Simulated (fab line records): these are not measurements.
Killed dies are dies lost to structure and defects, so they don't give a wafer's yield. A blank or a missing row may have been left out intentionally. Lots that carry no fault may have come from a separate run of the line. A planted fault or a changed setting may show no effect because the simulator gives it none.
Split-lot experiment || flow n5Finfet || route with 1938 steps; 7 lots, 21 wafers read

== THE SPLIT ==
At N5_BEOL_M3_COAT_22 (resist thk 30 nm), the setting spinRpm was moved away from the recipe's 1500 rpm on 9 of the 21 wafers read, by -10.1% to +7.9%. The other wafers ran this setting at the recipe's value.

== FROM THE SPLIT TO THE READING: what the file shows between them, 2 steps ==
- N5_BEOL_M3_EBR_24
- N5_BEOL_M3_SOFTBAKE_23: time 60 s

== THE READING ==
CAR-EUV_of_BEOL_M3_COAT_22.thkNm (the simulator's own value, which no gauge read), in nm, at N5_BEOL_M3_DESCUM_33 (chemistry O2, time 7 s). The file does not state a usual value for it. Here, 12 wafers ran the recipe; their average is 26.1 nm with a standard deviation of 0.1 nm.

{"wafer": "L074.3", "tool, chamber at the split": "lithoTrack-04, 0", "spinRpm as run, rpm": 1500, "against the recipe": "recipe", "CAR-EUV_of_BEOL_M3_COAT_22.thkNm, nm": 26, "against lot-mates on the recipe": "-"}
{"wafer": "L074.4", "tool, chamber at the split": "lithoTrack-04, 0", "spinRpm as run, rpm": 1500, "against the recipe": "recipe", "CAR-EUV_of_BEOL_M3_COAT_22.thkNm, nm": 26, "against lot-mates on the recipe": "-"}
{"wafer": "L074.6", "tool, chamber at the split": "lithoTrack-04, 0", "spinRpm as run, rpm": 1500, "against the recipe": "recipe", "CAR-EUV_of_BEOL_M3_COAT_22.thkNm, nm": 26.2, "against lot-mates on the recipe": "-"}
{"wafer": "L076.2", "tool, chamber at the split": "lithoTrack-03, 0", "spinRpm as run, rpm": 1565, "against the recipe": "+4.3%", "CAR-EUV_of_BEOL_M3_COAT_22.thkNm, nm": 25.4, "against lot-mates on the recipe": -0.6}
{"wafer": "L076.3", "tool, chamber at the split": "lithoTrack-03, 0", "spinRpm as run, rpm": 1565, "against the recipe": "+4.3%", "CAR-EUV_of_BEOL_M3_COAT_22.thkNm, nm": 25.4, "against lot-mates on the recipe": -0.6}
{"wafer": "L076.6", "tool, chamber at the split": "lithoTrack-03, 0", "spinRpm as run, rpm": 1500, "against the recipe": "recipe", "CAR-EUV_of_BEOL_M3_COAT_22.thkNm, nm": 26, "against lot-mates on the recipe": "-"}
{"wafer": "L077.2", "tool, chamber at the split": "lithoTrack-03, 0", "spinRpm as run, rpm": 1500, "against the recipe": "recipe", "CAR-EUV_of_BEOL_M3_COAT_22.thkNm, nm": 26, "against lot-mates on the recipe": "-"}
{"wafer": "L077.3", "tool, chamber at the split": "lithoTrack-03, 0", "spinRpm as run, rpm": 1619, "against the recipe": "+7.9%", "CAR-EUV_of_BEOL_M3_COAT_22.thkNm, nm": 25, "against lot-mates on the recipe": -1.1}
{"wafer": "L077.4", "tool, chamber at the split": "lithoTrack-03, 0", "spinRpm as run, rpm": 1500, "against the recipe": "recipe", "CAR-EUV_of_BEOL_M3_COAT_22.thkNm, nm": 26.2, "against lot-mates on the recipe": "-"}
{"wafer": "L078.1", "tool, chamber at the split": "lithoTrack-04, 0", "spinRpm as run, rpm": 1355, "against the recipe": "-9.7%", "CAR-EUV_of_BEOL_M3_COAT_22.thkNm, nm": 27.6, "against lot-mates on the recipe": "no lot-mate on the recipe"}
{"wafer": "L078.2", "tool, chamber at the split": "lithoTrack-04, 0", "spinRpm as run, rpm": 1355, "against the recipe": "-9.7%", "CAR-EUV_of_BEOL_M3_COAT_22.thkNm, nm": 27.6, "against lot-mates on the recipe": "no lot-mate on the recipe"}
{"wafer": "L078.5", "tool, chamber at the split": "lithoTrack-04, 0", "spinRpm as run, rpm": 1355, "against the recipe": "-9.7%", "CAR-EUV_of_BEOL_M3_COAT_22.thkNm, nm": 27.6, "against lot-mates on the recipe": "no lot-mate on the recipe"}
{"wafer": "L079.1", "tool, chamber at the split": "lithoTrack-05, 0", "spinRpm as run, rpm": 1349, "against the recipe": "-10.1%", "CAR-EUV_of_BEOL_M3_COAT_22.thkNm, nm": 27.8, "against lot-mates on the recipe": "+1.6"}
{"wafer": "L079.3", "tool, chamber at the split": "lithoTrack-05, 0", "spinRpm as run, rpm": 1349, "against the recipe": "-10.1%", "CAR-EUV_of_BEOL_M3_COAT_22.thkNm, nm": 27.6, "against lot-mates on the recipe": "+1.4"}
{"wafer": "L079.5", "tool, chamber at the split": "lithoTrack-05, 0", "spinRpm as run, rpm": 1500, "against the recipe": "recipe", "CAR-EUV_of_BEOL_M3_COAT_22.thkNm, nm": 26.2, "against lot-mates on the recipe": "-"}
{"wafer": "L096.1", "tool, chamber at the split": "lithoTrack-04, 0", "spinRpm as run, rpm": 1500, "against the recipe": "recipe", "CAR-EUV_of_BEOL_M3_COAT_22.thkNm, nm": 26.2, "against lot-mates on the recipe": "-"}
{"wafer": "L096.6", "tool, chamber at the split": "lithoTrack-04, 0", "spinRpm as run, rpm": 1500, "against the recipe": "recipe", "CAR-EUV_of_BEOL_M3_COAT_22.thkNm, nm": 26.2, "against lot-mates on the recipe": "-"}
{"wafer": "L096.3", "tool, chamber at the split": "lithoTrack-04, 0", "spinRpm as run, rpm": 1574, "against the recipe": "+4.9%", "CAR-EUV_of_BEOL_M3_COAT_22.thkNm, nm": 25.4, "against lot-mates on the recipe": -0.8}
{"wafer": "L097.1", "tool, chamber at the split": "lithoTrack-03, 0", "spinRpm as run, rpm": 1500, "against the recipe": "recipe", "CAR-EUV_of_BEOL_M3_COAT_22.thkNm, nm": 26.2, "against lot-mates on the recipe": "-"}
{"wafer": "L097.2", "tool, chamber at the split": "lithoTrack-03, 0", "spinRpm as run, rpm": 1500, "against the recipe": "recipe", "CAR-EUV_of_BEOL_M3_COAT_22.thkNm, nm": 26, "against lot-mates on the recipe": "-"}
{"wafer": "L097.6", "tool, chamber at the split": "lithoTrack-03, 0", "spinRpm as run, rpm": 1500, "against the recipe": "recipe", "CAR-EUV_of_BEOL_M3_COAT_22.thkNm, nm": 26, "against lot-mates on the recipe": "-"}

FIT RESULTS
A straight line over all 21 wafers: CAR-EUV_of_BEOL_M3_COAT_22.thkNm changes by -0.154 nm for each +1% of spinRpm; r = -0.99; the points scatter about the line by 0.093 nm.
The same after taking each lot's own level away (the mean of its wafers on the recipe; 18 wafers): -0.147 nm for each +1%; r = -0.99; scatter 0.081 nm.
The reading moves by 1.5 nm for the largest change in spinRpm, on that fit.
The span of the lots' own levels, 26.00 to 26.20 nm, comes to 2.0 times the standard deviation stated above.
So the lot-to-lot level changes the slope little: the two slopes agree.
Check: +1.42 nm against its lot-mates is what the line predicts for one of the wafers moved furthest among these (-10.1%) when that wafer is left out of the fit. Against them it came out at +1.6 nm.

== FURTHER SPLITS ON THESE WAFERS ==
Before the reading, these wafers also passed through other splits. Each is held against what the fit with the lots' levels taken away leaves over:
{"other split on the same wafers": "N5_MOL_CONTACT_COAG_EXPOSE_05 doseMj", "wafers away from the commonest value": 6, "r with CAR-EUV_of_BEOL_M3_COAT_22.thkNm (lot level and that fit taken away)": "+0.12"}
{"other split on the same wafers": "N5_BEOL_M0_SAQP_EXPOSE_37 doseMj", "wafers away from the commonest value": 5, "r with CAR-EUV_of_BEOL_M3_COAT_22.thkNm (lot level and that fit taken away)": "+0.27"}
{"other split on the same wafers": "N5_BEOL_M0_SAQP_DESCUM_45 timeS", "wafers away from the commonest value": 5, "r with CAR-EUV_of_BEOL_M3_COAT_22.thkNm (lot level and that fit taken away)": -0.41}
{"other split on the same wafers": "N5_BEOL_M1_DESCUM_33 timeS", "wafers away from the commonest value": 4, "r with CAR-EUV_of_BEOL_M3_COAT_22.thkNm (lot level and that fit taken away)": -0.03}
{"other split on the same wafers": "N5_BEOL_M1_ALD_98 aldCycles", "wafers away from the commonest value": 10, "r with CAR-EUV_of_BEOL_M3_COAT_22.thkNm (lot level and that fit taken away)": -0.09}
{"other split on the same wafers": "N5_BEOL_M1_TRENCH_ETCH_37 sourceW", "wafers away from the commonest value": 9, "r with CAR-EUV_of_BEOL_M3_COAT_22.thkNm (lot level and that fit taken away)": -0.40}
{"other split on the same wafers": "N5_BEOL_M2_ETCH_69 biasW", "wafers away from the commonest value": 7, "r with CAR-EUV_of_BEOL_M3_COAT_22.thkNm (lot level and that fit taken away)": "+0.04"}

== THE WHOLE CHAIN: every reading that the file lists as answering this split, in the file's order ==
{"step": "N5_BEOL_M3_COAT_22", "what it does": "resist thk 30 nm", "reading": "CAR-EUV_of_BEOL_M3_COAT_22.thkNm (the simulator's own value, which no gauge read)", "change (the file's fit)": "-0.157 nm for each +1% of the setting", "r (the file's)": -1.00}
{"step": "N5_BEOL_M3_DESCUM_33", "what it does": "chemistry O2, time 7 s", "reading": "CAR-EUV_of_BEOL_M3_COAT_22.thkNm (the simulator's own value, which no gauge read)", "change (the file's fit)": "-0.146 nm for each +1% of the setting", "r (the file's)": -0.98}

== FILE'S OWN FIT ==
CAR-EUV_of_BEOL_M3_COAT_22.thkNm changes by -0.146 nm for each +1% of spinRpm, r = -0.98.
